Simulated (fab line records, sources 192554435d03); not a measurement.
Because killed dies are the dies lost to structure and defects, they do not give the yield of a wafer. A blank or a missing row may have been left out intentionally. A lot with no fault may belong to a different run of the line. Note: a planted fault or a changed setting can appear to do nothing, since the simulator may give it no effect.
fab line records | flow n5Finfet
record lots=4 wafers=12 lastDay=20
route steps=1938 shown BEOL_M5@1182 BEOL_M6@1194
lots that met no fault: from a run of the same line without faults
startH: the number of hours between the record's first day and the start of the first shown wafer of the lot | waitH: how many hours have passed since the lot's step before this one | " unchanged from the row above | L1.1+2: a row that stands for several wafers | - either no value or no given start | * or withheld: withheld | < > ~ a bound
route shown NAME@n: names a module that has steps shown in the file, with the first one's number in the route | usual: average and standard deviation across the fault-free wafers | same: alike in all rows | chamber/n: place in a boat | sites: the reading at each site | _std_site: the standard deviation of these | _edge_site: inner sites' mean taken away from outer sites' mean | radiusMm: how far each site lies from the wafer's centre | mask NAME#n: copy n | behind: the last tool/chamber to shape the wafer | hold: what put the lot on hold/how long, in hours/how the hold closed | device: which transistor (n, p or np) failed to switch | end of line: the same wafers' tests at the end of the route | step lacking rows: just its recipe | killed: dies lost to structure and defects at the first sort, not the wafer's yield | map: shows each die of a wafer: x if killed, . if not, _ if none is there
set.NAME: setting as actually run; set.NAME@STEP: the setting as run at that earlier step | model.NAME: the simulator's own value behind a step, which no gauge read
certain route steps with their lots: each step a table, each wafer a row
services: when a tool's chamber went out of use (startH, in hours from the record's first day, below 0 if earlier), for how many hours, and the reason
## steps
# step N5_BEOL_M5_ANNEAL_89
# recipe tempC=400 timeS=1800 ambient=vacuum
# step N5_BEOL_M5_SPUTTER_90
# recipe material=Cu targetThkA=45 tempC=-20 chamberPressurePa=0.07 powerW=withheld timeS=8.29
# step N5_BEOL_M5_ECD_50
# recipe material=Cu targetThkA=3000
# step N5_BEOL_M5_ANNEAL_51
# recipe tempC=225 timeS=90 ambient=N2
# step N5_BEOL_M5_CMP_52
# recipe stopOn=SiCOH_lowk tOverpolishS=6.9 downForcePsi=1 platenRpm=50 clearingPlatenDownForcePsi=1.5 clearingPlatenRpm=50 postCmpClean=cuAlkaline targetThkNm=62 clearingPlatenPadVelocityMS=0.99484 padVelocityMS=0.99484
# step N5_BEOL_M5_PRE_CLEAN_77
# recipe gas=NH3/H2 timeS=15 tempC=* rfPowerW=300
# step N5_BEOL_M5_CO_CAP_78
# recipe material=Co targetThkA=20 tempC=200 precursor=CCTBA/H2 pressureTorr=30 timeS=102.1
# step N5_BEOL_M5_PRE_CLEAN_55
# recipe gas=NH3 timeS=15 tempC=withheld rfPowerW=300
# step N5_BEOL_M5_DEP_56
# recipe material=SiCN targetThkA=80 tempC=withheld precursor=3MS/NH3 pressureTorr=3 rfW=202 timeS=14
# step N5_BEOL_M6_ILD_DEP_00
# recipe material=SiCOH_lowk targetThkA=1797.5 tempC=300 precursor=DEMS/porogen pressureTorr=5 rfW=500 timeS=33.4
# usual heaterPowerW=286/40 showerheadPlenumPTorr=5.731/0.018 susceptorTempC=300.00/0.18 throttleValvePct=14.0/0.74
# columns lot.wafer tool chamber startH waitH heaterPowerW showerheadPlenumPTorr susceptorTempC throttleValvePct model.SiCOH_lowk_of_BEOL_M6_ILD_DEP_00.thkNm
L507.3 pecvd-03 0 208.05 0.0 278 5.711 299.88 13.7 177.6
L507.5 " 0 " " 213 5.720 299.65 13.9 182
L507.6 " 1 " " 291 5.730 300.12 13.7 181
L518.2 pecvd-03 0 319.37 0.0 268 5.717 299.88 14.0 177
L518.3 " 1 " " 356 5.718 305.33 14.1 173
L518.5 " 1 " " 355 5.725 305.32 13.8 174.8
L519.3 pecvd-03 1 322.64 0.0 358 5.720 305.16 13.8 172.2
L519.5 " 1 " " 362 5.711 305.08 14.0 176.6
L519.6 " 2 " " 251 5.722 299.80 13.6 180.2
L527.1 pecvd-02 0 373.33 0.0 321 5.705 300.20 14.3 177.8
L527.4 " 0 " " 331 5.700 300.09 14.2 182.2
L527.5 " 2 " " 375 5.741 299.86 13.3 181.8
# step N5_BEOL_M6_CURE_74
# recipe tempC=385 timeS=240 ambient=He/Ar material=SiCOH_lowk
# step N5_BEOL_M6_PECVD_70
# recipe material=SiO2 targetThkA=200 tempC=400 precursor=TEOS/O2 pressureTorr=5.5 rfW=450 teosFlowSccm=53.8 gas=O2 flowSccm=3000 timeS=22.7
# step N5_BEOL_M6_HM_DEP_02
# recipe material=TiN targetThkA=200 tempC=25 chamberPressurePa=0.49996
# step N5_BEOL_M6_COAT_59
# recipe resist=SOC tempC=250 timeS=60 spinRpm=1500 resistThkNm=100
# step N5_BEOL_M6_COAT_60
# recipe resist=SiARC tempC=220 timeS=60 spinRpm=1500 resistThkNm=35
# step N5_BEOL_M6_COAT_05
# recipe resist=CAR-ArF spinRpm=1500 resistThkNm=90
# step N5_BEOL_M6_EBR_07
# recipe solvent=PGMEA ebrWidthMm=1.5
# step N5_BEOL_M6_SOFTBAKE_06
# recipe tempC=110 timeS=60 resist=CAR-ArF
# step N5_BEOL_M6_EXPOSE_08
# recipe maskId=M6 na=1.35 sourceShape=dipole sigmaInner=0.817 sigmaOuter=0.97 polarization=te doseMj=68.25
# step N5_BEOL_M6_PEB_09
# recipe pebTempC=withheld pebTimeS=60 resist=CAR-ArF
# step N5_BEOL_M6_DEVELOP_10
# recipe developTimeS=30 developer=TMAH resist=CAR-ArF rinseLiquid=diw dry=airSpin devTempC=23
# step N5_BEOL_M6_DESCUM_16
# recipe chemistry=O2 timeS=7.9 sourcePowerW=50 biasPowerW=20 pressureMtorr=20 rfFrequencyHz=2.712e+07 tempC=40 resist=CAR-ArF o2FlowSccm=225
# step N5_BEOL_M6_ETCH_61
# recipe chemistry=CF4 target=SiARC targetDepthA=455 maskMaterial=CAR-ArF timeS=75.8 ionEnergyEv=80 pressureMtorr=40 sourceW=545 biasW=36 Ar_flow_sccm=100 cf4FlowSccm=100 ends=cleared
# step N5_BEOL_M6_ETCH_62
# recipe chemistry=N2/H2 target=SOC targetDepthA=1100 overetchA=220 maskMaterial=SiARC tempC=40 timeS=165 ionEnergyEv=200 pressureMtorr=30 sourceW=840 biasW=150 n2FlowSccm=200 h2FlowSccm=200
# step N5_BEOL_M6_STRIP_68
# recipe chemistry=N2/H2 tempC=40 n2FlowSccm=200 h2FlowSccm=200 rfFrequencyHz=6e+07
# step N5_BEOL_M6_STRIP_67
# recipe chemistry=CF4 resist=SiARC powerW=300 biasPowerW=75 pressureMtorr=50 cf4FlowSccm=150 rfFrequencyHz=6e+07
# step N5_BEOL_M6_HM_OPEN_17
# recipe chemistry=Cl2/BCl3 targetDepthA=200 overetchA=60 target=TiN maskMaterial=SOC ionEnergyEv=150 pressureMtorr=10 icpW=1000 biasW=126 Cl2_flow_sccm=53.25 bcl3FlowSccm=21.75 Ar_flow_sccm=25
# step N5_BEOL_M6_STRIP_19
# recipe chemistry=O2 powerW=400 tempC=40 pressureMtorr=30 rfFrequencyHz=6e+07 biasPowerW=0 overashFraction=0.2 o2FlowSccm=225
# step N5_BEOL_M6_COAT_63
# recipe resist=SOC tempC=250 timeS=60 spinRpm=1500 resistThkNm=60
# step N5_BEOL_M6_COAT_64
# recipe resist=SiARC tempC=220 timeS=60 spinRpm=1500 resistThkNm=12
# step N5_BEOL_M6_COAT_71
# recipe resist=underlayer tempC=205 timeS=60 spinRpm=1500 resistThkNm=5
# step N5_BEOL_M6_COAT_22
# recipe resist=CAR-EUV spinRpm=1500 resistThkNm=30
# step N5_BEOL_M6_EBR_24
# recipe solvent=PGMEA ebrWidthMm=1.5
# step N5_BEOL_M6_SOFTBAKE_23
# recipe tempC=110 timeS=60 resist=CAR-EUV
# step N5_BEOL_M6_CMP_52
# recipe stopOn=SiCOH_lowk tOverpolishS=6.9 downForcePsi=1 platenRpm=50 clearingPlatenDownForcePsi=1.5 clearingPlatenRpm=50 postCmpClean=cuAlkaline targetThkNm=80 clearingPlatenPadVelocityMS=0.99484 padVelocityMS=0.99484
# usual barrierFieldEndpointS=28.9/0.65 motorCurrentA=5.7/0.71 overpolishRunS=6.900/0.0088 padLifeWafers=1121/650 timeToEndpointS=62.5/2.4
# columns lot.wafer tool chamber startH waitH barrierFieldEndpointS motorCurrentA overpolishRunS padLifeWafers timeToEndpointS model.SiCOH_lowk_of_BEOL_M6_ILD_DEP_00.thkNm
L507.3 cmp-02 0 217.17 0.2 29.0 5.6 6.919 768 65.8 150.2
L507.5 " 0 " " 29.3 5.3 6.899 - 64.7 154
L507.6 " 1 " " 28.8 6.5 6.895 - 64.4 153.2
L518.3 cmp-02 0 326.06 0.2 29.0 5.6 6.893 1549 64.2 146
L518.2 " 2 " " 29.1 6.0 6.910 1551 61.4 149.6
L518.5 " 0 " " 29.9 5.6 6.909 - 62.2 147.6
L519.3 cmp-02 1 332.31 0.2 28.1 6.6 6.892 1604 56.9 145.4
L519.6 " 3 " " 28.1 5.5 6.897 - 57.6 152.4
L519.5 " 0 " " 27.5 5.4 6.902 - 56.4 149.2
L527.1 cmp-01 2 383.49 0.3 28.7 5.4 6.911 396 58.4 150.4
L527.4 " 0 " " 29.1 4.8 6.910 398 64.0 154.2
L527.5 " 3 " " 29.2 4.7 6.885 - 61.7 153.8
## services
# columns tool chamber startH hours kind
cmp-02 - 192.28 1.1 repair
pecvd-03 - 208.55 0.7 repair
pecvd-03 2 214.61 14.7 repair
cmp-01 - 244.45 9.3 pm
cmp-02 - 255.89 0.6 repair
pecvd-03 0 261.37 5.5 scheduledDown
cmp-01 - 262.96 1.1 repair
cmp-02 - 275.61 1.5 repair
pecvd-02 2 278.86 5.5 scheduledDown
pecvd-02 0 284.32 2.1 scheduledDown
cmp-02 - 295.52 9.9 pm
cmp-02 - 307.53 3.0 pm
pecvd-02 - 309.13 1.0 repair
cmp-01 - 323.34 3.7 repair
cmp-01 - 331.12 4.0 pm
cmp-01 - 335.12 - consumableReplace:conditioner
cmp-01 - 335.12 - consumableReplace:pad
pecvd-02 1 345.74 - calibration
pecvd-02 2 362.64 - calibration
pecvd-03 - 370.63 2.8 pm
pecvd-02 1 383.62 - clean
pecvd-02 1 383.62 - consumableReplace:showerhead
pecvd-02 1 383.62 29.0 scheduledDown
pecvd-02 1 383.62 29.0 ventCycle
## key
firstSign step=N5_BEOL_M6_ILD_DEP_00 reading=susceptorTempC direction=up sigmas=30 usual=* struck=*
effect none on later readings
modelEffect step=N5_BEOL_M6_ILD_DEP_00 value=SiCOH_lowk_of_BEOL_M6_ILD_DEP_00.thkNm without=179.2 struck=174.2
modelEffect step=N5_BEOL_M6_CMP_52 value=SiCOH_lowk_of_BEOL_M6_ILD_DEP_00.thkNm without=151.5 struck=147.1
metAt N5_BEOL_M6_ILD_DEP_00
struckWafers L518.3,L518.5,L519.3,L519.5
onsetBetween 208.05 319.37
fault kind=processParameterDrift tool=pecvd-03 chamber=1 onsetH=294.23 steps=N5_BEOL_M6_ILD_DEP_00 channel=tempC offset=* shape=step endH=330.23 actsIn=* stated=*
